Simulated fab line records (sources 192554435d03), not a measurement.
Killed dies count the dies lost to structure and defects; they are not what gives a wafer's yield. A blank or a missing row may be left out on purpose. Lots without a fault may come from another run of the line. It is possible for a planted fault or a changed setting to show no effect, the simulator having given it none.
A struck lot beside a sound one    flow n5Finfet    16 out of 1938 route steps
Sound: wafers L543.1, L543.2, L543.5. Struck: wafers L552.1, L552.5, L552.6. The cause comes at the end.
Per side, at each step with rows, come the tool, then ch with its chambers, and then its first start. Under that, the readings that differ: sound wafers    struck wafers    difference of the means    sigmas: that difference in standard deviations of wafers without a fault.
alike: a reading whose means differ by less than 2 such deviations, as well as words and numbers matching on both sides. not compared: withheld readings; readings where some wafer has no value; bounds like >300 that might hide an equal value; numbers whose values overlap and for which the record gives no deviation.
Wherever a step has rows on one side only, a row that says differs or no value, or a row with sigmas, the two part there. When numbers do not overlap yet have no deviation, they are printed without sigmas and do not part them. Lack of a reading on every wafer of one side parts them only where that side has two or more wafers.

N5_HKMG_FIN_OVL_MEAS_13:
  sound on overlay-02 ch 0, day 5 04:18; struck on overlay-01 ch 0, day 7 08:57
  alike: NWFM_OVL
N5_HKMG_FIN_INSPECT_14: inspects for defects (macro).
  sound on defectInspect-02 at day 5 04:20; struck on defectInspect-02 at day 7 08:59
  alike: rawDefectCount
N5_HKMG_FIN_DESCUM_17: chemistry O2, time 7.9 s.
  sound on rieDiel-04 ch 1,3, day 5 04:45; struck on rieDiel-04 ch 1,2,3, day 7 09:08
  alike: drypumpMotorCurrentA, oesProductAu, rfVppV, showerheadPlenumPTorr, throttleValvePct
  not compared: rfHoursCounterH
N5_HKMG_FIN_ETCH_31: etches SiARC in CF4, target depth 45.5 nm, time 75.8 s.
  sound on rieDiel-04 ch 1,3, day 5 04:47; struck on rieDiel-04 ch 1,2,3, day 7 09:11
  alike: drypumpMotorCurrentA, etchRfOnTimeS, oesProductAu, rfVppV, showerheadPlenumPTorr, throttleValvePct
  not compared: rfHoursCounterH
then, 2 steps without rows for these wafers: N5_HKMG_FIN_ETCH_32 (etches SOC in N2/H2, target depth 240 nm, time 300 s); N5_HKMG_FIN_STRIP_33 (strips in N2/H2).
N5_HKMG_FIN_STRIP_34: strips in CF4.
  sound on rieDiel-04 ch 1,3, day 5 05:02; struck on rieDiel-04 ch 1,2,3, day 7 09:25
  alike: drypumpMotorCurrentA, oesProductAu, rfVppV, showerheadPlenumPTorr, throttleValvePct
  not compared: rfHoursCounterH
then, 1 step without rows for these wafers: N5_HKMG_FIN_ETCH_35 (etches SOC in N2/H2, target depth 215.8 nm, time 243.4 s).
N5_HKMG_FIN_STRIP_92: strips SOC in N2/H2, time 20 s.
  sound on rieDiel-04 ch 1,3, day 5 05:12; struck on rieDiel-04 ch 1,2,3, day 7 09:35
  alike: drypumpMotorCurrentA, n2FlowSccm, oesProductAu, rfVppV, showerheadPlenumPTorr, throttleValvePct
  not compared: rfHoursCounterH
then, 1 step without rows for these wafers: N5_HKMG_FIN_WET_ETCH_18 (etches TiN in SC1, time 55 s, target depth 5.2 nm, rinse time 30 s).
N5_HKMG_FIN_STRIP_19: strips in N2/H2, time 360 s.
  sound on plasmaAsher-01 ch 0,1, day 5 05:21; struck on plasmaAsher-02 ch 0,1, day 7 09:44
  alike: drypumpMotorCurrentA, heaterPowerW, n2FlowSccm
  not compared: rfHoursCounterH
then, 1 step without rows for these wafers: N5_HKMG_FIN_ALD_91 (deposits TiN, target thk 1 nm, pulse time 1 s, purge time 3 s).
N5_HKMG_FIN_COAT_85: time 60 s, resist thk 300 nm.
  sound on lithoTrack-04 ch 0, day 5 06:00; struck on lithoTrack-01 ch 0, day 7 10:24
reading                                   sound                 struck                difference  sigmas
spinSpeedRpm (rpm)                        1499.1 1499.1 1498.4  1752.7 1751.3 1752.7  +253.4      +99 or more
model.SOC_of_HKMG_FIN_COAT_85.thkNm (nm)  300.2 300 299.8       277.8 278 278         -22.1       
  alike: heaterPowerTotalW
N5_HKMG_FIN_ETCH_86: etches SOC in N2/H2, stops on TiN, target depth 393.2 nm.
  sound on rieDiel-01 ch 0,2, day 5 06:08; struck on rieDiel-04 ch 2,3, day 7 10:28
  alike: drypumpMotorCurrentA, n2FlowSccm, oesProductAu, rfVppV, showerheadPlenumPTorr, throttleValvePct
  not compared: rfHoursCounterH, model.TiN_of_HKMG_FIN_ALD_91.thkNm
then, 1 step without rows for these wafers: N5_HKMG_FIN_STRIP_89 (strips SOC in N2/H2, time 20 s).
-- here the record skips 10 days between the struck wafers' starts before and after, leaving off in module HKMG_FIN and picking up in module PASSIVATION (first step shown: number 1936 of the route) --
N5_PASSIVATION_PROBE_49:
  rows exist in the record for the struck wafers here (prober-02, day 17 05:05), but not for the sound ones

WHERE THEY PART
First at N5_HKMG_FIN_COAT_85; last, within this record, at N5_PASSIVATION_PROBE_49.

WHY: what the simulator had put in
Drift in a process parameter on lithoTrack-01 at N5_HKMG_FIN_COAT_85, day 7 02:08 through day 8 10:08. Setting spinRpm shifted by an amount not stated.
